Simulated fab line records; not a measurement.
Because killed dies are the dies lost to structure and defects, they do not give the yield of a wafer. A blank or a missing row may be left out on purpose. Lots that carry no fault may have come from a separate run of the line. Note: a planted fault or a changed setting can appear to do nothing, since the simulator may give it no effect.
The tool behind it: which one? ; flow n5-finfet ; 72 wafers from 24 lots sampled at 5 of the route's 1938 steps

== WHAT THE GAUGES READ, wafer by wafer ==
N5_BEOL_M4_THK_MEAS_53: measures by xrf.
lot;measured;on;M4_THK (nm)
L074;day 7 22:53;film-metro-02;39.3 40.4 41.3
L075;day 7 20:04;film-metro-01;41.5 40.7 41.0
L076;day 8 01:53;film-metro-01;42.0 39.5 39.8
L077;day 8 17:10;film-metro-01;41.0 43.7 40.8
L078;day 8 17:35;film-metro-01;38.2 41.3 39.8
L079;day 9 00:28;film-metro-02;40.8 40.4 39.2
L080;day 9 10:07;film-metro-02;39.9 38.2 39.1
L081;day 9 18:23;film-metro-01;40.8 42.5 43.0
L082;day 9 20:14;film-metro-02;42.4 43.0 42.9
L084;day 10 00:50;film-metro-01;40.6 42.7 40.7
L083;day 10 02:40;film-metro-02;39.3 38.6 38.0
L085;day 10 11:09;film-metro-02;42.8 40.9 42.4
L087;day 11 09:17;film-metro-02;41.4 41.0 41.7
L086;day 11 11:23;film-metro-02;39.9 37.6 40.3
L088;day 11 14:56;film-metro-01;41.7 40.0 41.3
L089;day 12 10:47;film-metro-01;38.6 38.9 37.9
L090;day 12 12:17;film-metro-01;42.5 41.5 43.3
L091;day 12 15:18;film-metro-02;39.2 41.0 40.1
L093;day 12 12:02;film-metro-02;40.5 41.0 41.8
L092;day 12 16:54;film-metro-02;39.2 38.0 39.4
L095;day 13 14:16;film-metro-02;39.9 40.2 38.9
L094;day 13 19:14;film-metro-01;37.7 39.1 38.4
L097;day 14 00:42;film-metro-01;38.8 38.2 38.4
L096;day 14 08:16;film-metro-01;38.5 40.3 41.5

== EACH LOT AND THE TOOL THAT RAN IT (in order: tool; ch and the chambers of the sampled wafers; start) ==
lot;N5_BEOL_M4_ALD_98;N5_BEOL_M4_ETCH_41;N5_BEOL_M4_STRIP_97;N5_BEOL_M4_SPUTTER_88
L074;ald-sin-03 ch 0,2,3, day 7 11:35;rie-diel-05 ch 2,3, day 7 21:13 or earlier;rie-diel-05 ch 2,3, day 7 21:13 or earlier;pvd-sputter-02, day 7 21:13
L075;ald-sin-01 ch 0,1,2, day 7 12:13;rie-diel-04 ch 0,3, day 7 18:24 or earlier;rie-diel-04 ch 0,3, day 7 18:24 or earlier;pvd-sputter-02, day 7 18:24
L076;ald-sin-04 ch 0,1,3, day 7 21:25;rie-diel-05 ch 0,1,3, day 8 00:13 or earlier;rie-diel-05 ch 0,1,3, day 8 00:13 or earlier;pvd-sputter-02, day 8 00:13
L077;ald-sin-04 ch 0,2,3, day 8 07:11;rie-diel-05 ch 0,1,3, day 8 15:30 or earlier;rie-diel-05 ch 0,1,3, day 8 15:30 or earlier;pvd-sputter-01, day 8 15:30
L078;ald-sin-01 ch 0,2,3, day 8 07:52;rie-diel-02 ch 0,3, day 8 15:55 or earlier;rie-diel-02 ch 0,3, day 8 15:55 or earlier;pvd-sputter-03, day 8 15:55
L079;ald-sin-03 ch 0,3, day 8 19:26;rie-diel-04 ch 1,2, day 8 22:26 or earlier;rie-diel-04 ch 1,2, day 8 22:26 or earlier;pvd-sputter-01, day 8 22:26
L080;ald-sin-03 ch 1,2,3, day 8 23:43;rie-diel-05 ch 1,2, day 9 08:26 or earlier;rie-diel-05 ch 1,2, day 9 08:26 or earlier;pvd-sputter-02, day 9 08:26
L081;ald-sin-03 ch 0,1,2, day 9 11:16;rie-diel-04 ch 0,3, day 9 16:43 or earlier;rie-diel-04 ch 0,3, day 9 16:43 or earlier;pvd-sputter-01, day 9 16:43
L082;ald-sin-01 ch 0,2,3, day 9 14:47;rie-diel-04 ch 0,1,2, day 9 18:34 or earlier;rie-diel-04 ch 0,1,2, day 9 18:34 or earlier;pvd-sputter-01, day 9 18:34
L084;ald-sin-03 ch 0,3, day 9 17:42;rie-diel-04 ch 2,3, day 9 23:10 or earlier;rie-diel-04 ch 2,3, day 9 23:10 or earlier;pvd-sputter-01, day 9 23:10
L083;ald-sin-03 ch 2,3, day 9 17:47;rie-diel-02 ch 1,2,3, day 10 01:00 or earlier;rie-diel-02 ch 1,2,3, day 10 01:00 or earlier;pvd-sputter-01, day 10 01:00
L085;ald-sin-01 ch 0,2,3, day 10 03:56;rie-diel-04 ch 0,1, day 10 09:28 or earlier;rie-diel-04 ch 0,1, day 10 09:28 or earlier;pvd-sputter-01, day 10 09:28
L087;ald-sin-03 ch 0,1, day 11 03:13;rie-diel-02 ch 0,3, day 11 07:37 or earlier;rie-diel-02 ch 0,3, day 11 07:37 or earlier;pvd-sputter-03, day 11 07:37
L086;ald-sin-04 ch 0,1,3, day 11 03:59;rie-diel-02 ch 0,1,2, day 11 09:43 or earlier;rie-diel-02 ch 0,1,2, day 11 09:43 or earlier;pvd-sputter-02, day 11 09:43
L088;ald-sin-01 ch 0,1,2, day 11 06:07;rie-diel-04 ch 0,2, day 11 12:42 or earlier;rie-diel-04 ch 0,2, day 11 12:42 or earlier;pvd-sputter-01, day 11 12:42
L089;ald-sin-01 ch 0,2,3, day 11 21:52;rie-diel-02 ch 1,2, day 12 08:38 or earlier;rie-diel-02 ch 1,2, day 12 08:38 or earlier;pvd-sputter-02, day 12 08:38
L090;ald-sin-01 ch 0,2, day 12 06:34;rie-diel-05 ch 0,1,2, day 12 10:28 or earlier;rie-diel-05 ch 0,1,2, day 12 10:28 or earlier;pvd-sputter-02, day 12 10:28
L091;ald-sin-03 ch 0,2,3, day 12 06:37;rie-diel-05 ch 1,2, day 12 13:38 or earlier;rie-diel-05 ch 1,2, day 12 13:38 or earlier;pvd-sputter-02, day 12 13:38
L093;ald-sin-01 ch 0,2,3, day 12 06:40;rie-diel-04 ch 2,3, day 12 10:14 or earlier;rie-diel-04 ch 2,3, day 12 10:14 or earlier;pvd-sputter-01, day 12 10:14
L092;ald-sin-01 ch 1,2,3, day 12 10:03;rie-diel-02 ch 0,2,3, day 12 15:02 or earlier;rie-diel-02 ch 0,2,3, day 12 15:02 or earlier;pvd-sputter-03, day 12 15:02
L095;ald-sin-03 ch 1,2,3, day 12 17:59;rie-diel-02 ch 0,1,2, day 13 12:36 or earlier;rie-diel-02 ch 0,1,2, day 13 12:36 or earlier;pvd-sputter-02, day 13 12:36
L094;ald-sin-04 ch 0,3, day 13 03:31;rie-diel-05 ch 1,2, day 13 17:34 or earlier;rie-diel-05 ch 1,2, day 13 17:34 or earlier;pvd-sputter-01, day 13 17:34
L097;ald-sin-03 ch 0,1,2, day 13 18:03;rie-diel-02 ch 0,1,2, day 13 23:01 or earlier;rie-diel-02 ch 0,1,2, day 13 23:01 or earlier;pvd-sputter-02, day 13 23:01
L096;ald-sin-03 ch 0,2,3, day 14 00:02;rie-diel-02 ch 1,2,3, day 14 06:35 or earlier;rie-diel-02 ch 1,2,3, day 14 06:35 or earlier;pvd-sputter-02, day 14 06:35
- N5_BEOL_M4_ALD_98: deposits SiO2, target thk 2.5 nm, pulse time 1 s, co reactant pulse time 1 s.
- N5_BEOL_M4_ETCH_41: etches SiCN in CH3F/O2, target depth 29.9 nm, time 52.5 s.
- N5_BEOL_M4_STRIP_97: strips in N2/H2, time 10 s.
- N5_BEOL_M4_SPUTTER_88: material Cu, target thk 4.5 nm, time 8.29 s.

== AS READ BY THE TOOLS THEMSELVES (means over the sampled wafers that have a number; for cases with no such wafer, the mark the record gives instead) ==
N5_BEOL_M4_ALD_98.
lot;tool;heater-power-w (W);precursor-pulse-height-rel
L074;ald-sin-03;81;0.972
L075;ald-sin-01;74;1.007
L076;ald-sin-04;71;1.009
L077;ald-sin-04;68;0.986
L078;ald-sin-01;76;0.988
L079;ald-sin-03;76;1.011
L080;ald-sin-03;78;0.980
L081;ald-sin-03;82;1.009
L082;ald-sin-01;78;1.031
L084;ald-sin-03;75;1.008
L083;ald-sin-03;79;0.995
L085;ald-sin-01;79;1.000
L087;ald-sin-03;84;0.982
L086;ald-sin-04;70;1.002
L088;ald-sin-01;75;1.007
L089;ald-sin-01;77;1.006
L090;ald-sin-01;78;0.993
L091;ald-sin-03;81;0.977
L093;ald-sin-01;79;1.004
L092;ald-sin-01;81;0.998
L095;ald-sin-03;76;1.012
L094;ald-sin-04;63;1.009
L097;ald-sin-03;83;0.999
L096;ald-sin-03;81;0.974

N5_BEOL_M4_ETCH_41.
lot;tool;drypump-motor-current-A (A);oes-product-au (a.u.);rf-vpp-V (V);showerhead-plenum-p-Torr (Torr);throttle-valve-pct (%)
L074;rie-diel-05;6.1;0.76;298.5;2.09;16.52
L075;rie-diel-04;5.6;0.69;296.9;1.99;16.22
L076;rie-diel-05;5.5;0.89;297.8;2.01;16.17
L077;rie-diel-05;5.5;0.88;297.3;2.01;16.18
L078;rie-diel-02;5.7;0.84;297.2;1.99;16.02
L079;rie-diel-04;5.7;0.75;296.3;1.98;16.37
L080;rie-diel-05;6.0;0.79;298.2;1.98;16.42
L081;rie-diel-04;5.6;0.86;297.1;1.99;15.92
L082;rie-diel-04;5.5;0.83;296.9;1.98;16.12
L084;rie-diel-04;6.0;0.69;297.5;1.99;16.46
L083;rie-diel-02;5.8;0.84;298.2;2.05;16.05
L085;rie-diel-04;5.3;0.91;297.2;1.98;15.85
L087;rie-diel-02;5.7;0.75;295.2;1.94;16.20
L086;rie-diel-02;5.7;0.78;297.8;2.00;16.20
L088;rie-diel-04;5.6;0.97;296.9;1.96;15.95
L089;rie-diel-02;5.6;0.81;298.0;2.03;16.15
L090;rie-diel-05;6.0;0.88;297.7;1.97;16.25
L091;rie-diel-05;5.9;0.85;297.1;1.97;16.31
L093;rie-diel-04;6.0;0.88;296.3;1.99;16.19
L092;rie-diel-02;5.9;0.77;297.5;2.00;16.14
L095;rie-diel-02;5.8;0.76;297.5;1.99;16.22
L094;rie-diel-05;6.2;0.88;297.5;2.01;16.32
L097;rie-diel-02;5.7;0.76;297.3;1.99;16.24
L096;rie-diel-02;5.7;0.80;298.0;2.04;16.11

N5_BEOL_M4_STRIP_97.
lot;tool;drypump-motor-current-A (A);oes-product-au (a.u.);rf-vpp-V (V);showerhead-plenum-p-Torr (Torr);throttle-valve-pct (%)
L074;rie-diel-05;6.1;0.77;59.2;2.66;23.88
L075;rie-diel-04;5.6;0.69;59.2;2.53;23.30
L076;rie-diel-05;5.5;0.90;60.2;2.56;23.66
L077;rie-diel-05;5.6;0.87;59.2;2.56;23.66
L078;rie-diel-02;5.7;0.85;59.2;2.53;23.43
L079;rie-diel-04;5.7;0.75;60.4;2.52;23.53
L080;rie-diel-05;5.9;0.80;58.9;2.52;23.88
L081;rie-diel-04;5.6;0.86;59.4;2.52;23.12
L082;rie-diel-04;5.4;0.82;59.7;2.52;23.27
L084;rie-diel-04;6.0;0.70;59.2;2.53;23.65
L083;rie-diel-02;5.7;0.85;59.0;2.61;23.40
L085;rie-diel-04;5.3;0.90;59.3;2.52;23.03
L087;rie-diel-02;5.8;0.76;58.5;2.46;23.49
L086;rie-diel-02;5.8;0.77;59.8;2.54;23.46
L088;rie-diel-04;5.6;0.96;58.7;2.48;23.19
L089;rie-diel-02;5.6;0.80;59.1;2.60;23.46
L090;rie-diel-05;6.0;0.88;59.7;2.52;23.78
L091;rie-diel-05;5.9;0.86;59.9;2.51;23.80
L093;rie-diel-04;6.0;0.88;59.3;2.52;23.51
L092;rie-diel-02;5.9;0.77;59.1;2.54;23.43
L095;rie-diel-02;5.8;0.76;58.9;2.54;23.47
L094;rie-diel-05;6.3;0.88;58.6;2.57;23.80
L097;rie-diel-02;5.8;0.75;58.7;2.53;23.48
L096;rie-diel-02;5.7;0.81;59.3;2.59;23.45

N5_BEOL_M4_SPUTTER_88.
lot;tool;chamber-pressure-pa (Pa);throttle-valve-pct (%)
L074;pvd-sputter-02;0.07008;30.3
L075;pvd-sputter-02;0.06996;30.0
L076;pvd-sputter-02;0.06987;30.0
L077;pvd-sputter-01;0.07014;31.0
L078;pvd-sputter-03;0.06982;29.8
L079;pvd-sputter-01;0.07005;30.9
L080;pvd-sputter-02;0.06995;30.6
L081;pvd-sputter-01;0.06981;30.8
L082;pvd-sputter-01;0.06996;30.2
L084;pvd-sputter-01;0.07002;30.5
L083;pvd-sputter-01;0.06986;30.2
L085;pvd-sputter-01;0.06998;29.9
L087;pvd-sputter-03;0.06997;30.5
L086;pvd-sputter-02;0.07000;30.2
L088;pvd-sputter-01;0.07004;30.3
L089;pvd-sputter-02;0.07014;29.7
L090;pvd-sputter-02;0.06994;30.1
L091;pvd-sputter-02;0.06976;30.4
L093;pvd-sputter-01;0.07002;30.8
L092;pvd-sputter-03;0.06996;29.3
L095;pvd-sputter-02;0.07009;30.4
L094;pvd-sputter-01;0.06989;30.4
L097;pvd-sputter-02;0.06997;30.6
L096;pvd-sputter-02;0.07001;30.3

== THE ANSWER, worked out from the rows above alone ==
Rule: the usual values come from the lots themselves. The widest of any qualifying gaps counts: lots, ordered by their means at a reading, are off when they make up no more than a third of the lots, leave a main group of 4 or more, and stand apart from it by 3 or more times the standard deviation of that group's means. A main group whose means are all the same, to the digits that the tables above print for the reading, isn't used. A lot without any number at a reading at which 4 lots or more have one is off too. Any other lot the step has rows for is counted as sound. Order of review: gauges by route order, followed by the tools' own readings, for which a lot's mean as printed above is used. The first step at which some lot is off is used, and at that step the reading that is off furthest; a lot without a number counts as furthest.
No lot is off on any of the readings shown, so nothing can be concluded from this.

== WHAT THE SIMULATOR HAD PUT IN ==
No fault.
